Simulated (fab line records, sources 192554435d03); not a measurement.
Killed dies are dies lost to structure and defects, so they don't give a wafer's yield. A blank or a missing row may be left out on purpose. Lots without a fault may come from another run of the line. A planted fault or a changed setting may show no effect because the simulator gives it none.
Split-lot experiment | flow n5_finfet | 7 lots, 21 wafers read, on a route of 1938 steps

THE SPLIT
At N5_BEOL_M9_ETCH_66 (etches SOC in N2/H2, target depth 80 nm, overetch 16 nm, time 120 s), the setting time_s was moved away from the recipe's 120 s on 6 of the 21 wafers read, by +6.7% to +11.4%. The other wafers ran this setting at the recipe's value.

The reading is taken at the split's own step.

THE READING
SiARC_of_BEOL_M9_COAT_64.thk_nm (the simulator's own value, which no gauge read), in nm, at N5_BEOL_M9_ETCH_66 (etches SOC in N2/H2, target depth 80 nm, overetch 16 nm, time 120 s). The file gives no usual value for it. The 15 wafers here that ran the recipe average 6.4 nm, standard deviation 0.08 nm.

wafer  | tool, chamber at the split | time_s as run, s | against the recipe | SiARC_of_BEOL_M9_COAT_64.thk_nm, nm | against lot-mates on the recipe
L076.1 | rie_diel-02, 2             | 128.1            | +6.7%              | 5.8                                 | -0.4
L076.3 | rie_diel-02, 0             | 120              | recipe             | 6.2                                 | -
L076.6 | rie_diel-02, 0             | 120              | recipe             | 6.2                                 | -
L075.1 | rie_diel-05, 2,3,0         | 120              | recipe             | 6.4                                 | -
L075.2 | rie_diel-05, 2,3,0         | 120              | recipe             | 6.4                                 | -
L075.3 | rie_diel-05, 2,3,0         | 120              | recipe             | 6.4                                 | -
L080.1 | rie_diel-05, 2,0           | 131.4            | +9.5%              | 6                                   | -0.4
L080.2 | rie_diel-05, 2,0           | 131.4            | +9.5%              | 6                                   | -0.4
L080.4 | rie_diel-05, 0             | 120              | recipe             | 6.4                                 | -
L082.1 | rie_diel-06, 2,3,2         | 120              | recipe             | 6.4                                 | -
L082.3 | rie_diel-06, 2,3,2         | 120              | recipe             | 6.4                                 | -
L082.5 | rie_diel-06, 2,3,2         | 120              | recipe             | 6.4                                 | -
L088.3 | rie_diel-06, 0             | 133.7            | +11.4%             | 5.6                                 | -0.7
L088.4 | rie_diel-06, 0             | 120              | recipe             | 6.2                                 | -
L088.6 | rie_diel-06, 1             | 120              | recipe             | 6.4                                 | -
L094.2 | rie_diel-05, 1,2,2         | 120              | recipe             | 6.4                                 | -
L094.4 | rie_diel-05, 1,2,2         | 120              | recipe             | 6.4                                 | -
L094.6 | rie_diel-05, 1,2,2         | 120              | recipe             | 6.4                                 | -
L096.2 | rie_diel-06, 3             | 128.7            | +7.3%              | 5.8                                 | -0.6
L096.6 | rie_diel-06, 3             | 128.7            | +7.3%              | 5.8                                 | -0.6
L096.4 | rie_diel-06, 1             | 120              | recipe             | 6.4                                 | -
Where a row lists several chambers, the file gives one row for several wafers and doesn't say which wafer went through which chamber.

THE FIT
A straight line over all 21 wafers: SiARC_of_BEOL_M9_COAT_64.thk_nm changes by -0.0587 nm for each +1% of time_s; r = -0.91; the points scatter about the line by 0.11 nm.
The same after taking each lot's own level away (the mean of its wafers on the recipe; 21 wafers): -0.0579 nm for each +1%; r = -0.95; scatter 0.083 nm.
On that fit, the largest move of time_s shifts the reading by 0.66 nm.
The lots' own levels span 6.20 to 6.40 nm, that is 2.5 times the standard deviation above.
So the lot-to-lot level changes the slope little: the two slopes agree.
Check: with one of the wafers moved furthest among these (+11.4%) left out of the fit, the line predicts -0.653 nm for it against its lot-mates. It came out at -0.7 nm against them.

OTHER SPLITS ON THESE WAFERS
These wafers also went through other splits before the reading. Each is held against what the fit with the lots' levels taken away leaves over:
other split on the same wafers | wafers away from the commonest value | r with SiARC_of_BEOL_M9_COAT_64.thk_nm (lot level and that fit taken away)
N5_BEOL_M7_ETCH_41 source_w    | 5                                    | +0.27
N5_BEOL_M9_ILD_DEP_00 time_s   | 10                                   | +0.15
N5_BEOL_M9_EXPOSE_08 dose_mj   | 6                                    | -0.36

THE FILE'S OWN FIT
SiARC_of_BEOL_M9_COAT_64.thk_nm changes by -0.0591 nm for each +1% of time_s, r = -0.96.
